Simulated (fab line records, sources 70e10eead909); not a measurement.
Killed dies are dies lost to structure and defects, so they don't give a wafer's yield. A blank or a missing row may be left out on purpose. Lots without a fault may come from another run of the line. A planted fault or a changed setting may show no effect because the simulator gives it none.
Chamber matching | flow nand_harc | NHARC_A_CHANNEL_FILL_D1_ALD_02 on ald_hk-03: 4 sister chambers
The step deposits SiO2, target thk 6 nm, pulse time 10 s, ald cycles 60. 4 wafers are shown with their chamber, then 8 later ones without.

WAFERS WITH THEIR CHAMBER
wafer  | chamber | heater_power_w (W)
L087.2 | 0       | 471
L089.5 | 1       | 491
L089.6 | 2       | 490
L091.1 | 3       | 359

WAFERS WITHOUT THEIR CHAMBER
wafer  | heater_power_w (W)
L091.2 | 485
L091.6 | 375
L096.3 | 481
L096.4 | 369
L096.5 | 461
L095.1 | 495
L095.4 | 483
L095.6 | 489

WHICH CHAMBER EACH WENT THROUGH
wafer  | from the rows above          | in truth
L091.2 | can't be placed: 2 or 1 or 0 | 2
L091.6 | 3                            | 3
L096.3 | can't be placed: 2 or 0 or 1 | 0
L096.4 | 3                            | 3
L096.5 | 0                            | 0
L095.1 | can't be placed: 1 or 2      | 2
L095.4 | can't be placed: 2 or 1 or 0 | 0
L095.6 | can't be placed: 2 or 1 or 0 | 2
Placed correctly: 3 of 8. Can't be placed from these rows: 5 (the true chamber is among the candidates in 5). Placed wrongly: 0.
How it was worked out, from the rows above alone: a wafer's distance from a chamber is the root of the sum, over the readings, of the square of ((its reading less the chamber's mean) divided by the reading's scatter). The wafer belongs to the nearest chamber; if the next one is less than 2 further off, it can't be placed. A chamber's mean is the mean of its shown wafers. The scatter: with one shown wafer a chamber, the root of the mean of the squares of how far each hidden wafer lies from its nearest shown one.
